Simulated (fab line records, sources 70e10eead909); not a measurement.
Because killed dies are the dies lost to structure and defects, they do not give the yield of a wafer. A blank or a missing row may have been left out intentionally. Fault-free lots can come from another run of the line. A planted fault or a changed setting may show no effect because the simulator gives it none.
Which of the tools did it?    flow nand-harc    6 lots, 17 wafers sampled, at 4 steps of a route of 1302

== WHAT THE GAUGES SHOWED, per wafer ==
NHARC_A_WL_FILL_INSPECT_15.
lot   measured      on                 raw-defect-count
L326  day 21 15:13  defect-inspect-01  418 354 483
L328  day 22 08:35  defect-inspect-01  396 394 418
L331  day 24 04:41  defect-inspect-01  595 562 300
L334  day 25 03:17  defect-inspect-01  437 453 427
L341  day 27 14:54  defect-inspect-02  282 463
L348  day 30 12:33  defect-inspect-02  495 358 392

== WHAT TOOL EACH LOT RAN ON (gives the tool, then ch and the chambers of the sampled wafers, and finally the start) ==
lot   NHARC_A_SLIT_ETCH_29                NHARC_A_WL_FILL_ETCHBACK_16                    NHARC_A_WL_FILL_ETCHBACK_26
L326  rie-diel-07 ch 0,3, day 20 13:12    rie-diel-01 ch 0,1, day 21 14:07 or earlier    rie-si-01 ch 0,1,3, day 21 14:07
L328  rie-diel-09 ch 0,2,3, day 21 07:17  rie-diel-10 ch 1,2,3, day 22 07:29 or earlier  rie-si-05 ch 2,3, day 22 07:29
L331  rie-diel-07 ch 1,2,3, day 23 03:23  rie-diel-01 ch 0,1,3, day 24 03:34 or earlier  rie-si-05 ch 0,2,3, day 24 03:34
L334  rie-diel-06 ch 2,3, day 24 01:43    rie-diel-10 ch 0,1,3, day 25 02:12 or earlier  rie-si-01 ch 1,2,3, day 25 02:12
L341  rie-diel-09 ch 1,2, day 26 12:46    rie-diel-01 ch 1,3, day 27 12:59 or earlier    rie-si-01 ch 2,3, day 27 12:59
L348  rie-diel-06 ch 1,3, day 29 09:37    rie-diel-10 ch 0,1,2, day 30 11:27 or earlier  rie-si-05 ch 1,2,3, day 30 11:27
- NHARC_A_SLIT_ETCH_29: etches the open film in CF4/O2, target depth 100 nm, overetch 10 nm, time 55 s.
- NHARC_A_WL_FILL_ETCHBACK_16: etches the open film in C4F8/O2/Ar, target depth 120 nm, time 24 s.
- NHARC_A_WL_FILL_ETCHBACK_26: etches the open film in HBr, target depth 52 nm, time 13.3 s.

== THE ANSWER, worked out from the rows above alone ==
Rule: usual is defined by the lots themselves. Put in order of their means at a reading, lots are off if they are a third of the lots or fewer, leave a main group of 4 or more, and stand apart from it by a gap of 3 or more times the standard deviation of the main group's means; of several such gaps the widest counts. A main group is skipped when, at the precision printed for the reading in the tables above, its means are all equal. Also off: a lot with no number at a reading for which 4 or more lots have one. Where the step has rows for the other lots, those lots are counted as sound.
No lot is off at any reading shown: from this, nothing can be told.

== WHAT WAS PUT IN BY THE SIMULATOR ==
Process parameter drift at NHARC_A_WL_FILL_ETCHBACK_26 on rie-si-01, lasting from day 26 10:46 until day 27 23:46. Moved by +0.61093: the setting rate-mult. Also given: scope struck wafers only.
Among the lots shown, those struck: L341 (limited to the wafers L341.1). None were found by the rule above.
